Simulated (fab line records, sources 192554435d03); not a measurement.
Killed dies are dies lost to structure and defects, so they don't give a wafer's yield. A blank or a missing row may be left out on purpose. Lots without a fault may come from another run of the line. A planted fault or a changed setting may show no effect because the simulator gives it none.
Chamber matching | flow n5_finfet | N5_BEOL_M8_CMP_52 on cmp-02: 4 sister chambers
The step polishes, stops on SiCOH lowk, t overpolish 6.9 s, target thk 80 nm. 16 wafers are shown with their chamber, then 8 later ones without.

WAFERS WITH THEIR CHAMBER
wafer  | chamber | motor_current_A (A) | barrier_field_endpoint_s (s) | overpolish_run_s (s)
L074.1 | 1       | 6.4                 | 28.7                         | 6.888
L074.3 | 3       | 7.7                 | 29.8                         | 6.919
L074.6 | 1       | 6.2                 | 29.9                         | 6.893
L076.2 | 1       | 6.3                 | 29.0                         | 6.895
L076.3 | 3       | 7.8                 | 29.2                         | 6.906
L076.6 | 3       | 7.8                 | 29.3                         | 6.903
L080.1 | 1       | 6.3                 | 29.3                         | 6.900
L080.4 | 0       | 7.1                 | 29.2                         | 6.911
L080.6 | 1       | 6.3                 | 29.3                         | 6.903
L081.4 | 3       | 7.6                 | 30.3                         | 6.881
L081.5 | 3       | 8.0                 | 29.7                         | 6.907
L081.6 | 2       | 6.5                 | 30.6                         | 6.881
L082.2 | 0       | 7.1                 | 29.4                         | 6.892
L082.3 | 3       | 7.7                 | 29.4                         | 6.918
L082.6 | 0       | 7.1                 | 29.4                         | 6.898
L094.1 | 1       | 6.2                 | 28.4                         | 6.877

SIGNATURES (means of the wafers above)
reading                  | chamber 0 | chamber 1 | chamber 2 | chamber 3 | scatter within a chamber
motor_current_A          | 7.100     | 6.283     | 6.500     | 7.767     | 0.101
barrier_field_endpoint_s | 29.333    | 29.100    | 30.600    | 29.617    | 0.432
overpolish_run_s         | 6.90033   | 6.89267   | 6.88100   | 6.90567   | 0.0114
Rule: a wafer's distance from a chamber is the root of the sum, over the readings, of the square of ((its reading less the chamber's mean) divided by the reading's scatter). The wafer belongs to the nearest chamber; if the next one is less than 2 further off, it can't be placed. The scatter: the root of (the sum of the squares of (reading less its chamber's mean) over the shown wafers, divided by (wafers less chambers)).

WAFERS WITHOUT THEIR CHAMBER
wafer  | motor_current_A (A) | barrier_field_endpoint_s (s) | overpolish_run_s (s)
L094.2 | 6.4                 | 28.9                         | 6.901
L094.6 | 6.2                 | 29.6                         | 6.905
L097.1 | 6.3                 | 29.6                         | 6.919
L097.2 | 6.5                 | 29.4                         | 6.890
L097.5 | 6.2                 | 29.4                         | 6.887
L096.2 | 7.0                 | 28.3                         | 6.892
L096.4 | 7.5                 | 30.0                         | 6.901
L096.5 | 6.2                 | 29.6                         | 6.909

WHICH CHAMBER EACH WENT THROUGH
wafer  | from the rows above     | in truth
L094.2 | 1                       | 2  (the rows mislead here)
L094.6 | 1                       | 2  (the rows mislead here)
L097.1 | can't be placed: 1 or 2 | 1
L097.2 | can't be placed: 1 or 2 | 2
L097.5 | 1                       | 1
L096.2 | 0                       | 0
L096.4 | can't be placed: 3 or 0 | 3
L096.5 | 1                       | 1
Placed correctly: 3 of 8. Can't be placed from these rows: 3 (the true chamber is among the candidates in 3). Placed wrongly: 2.
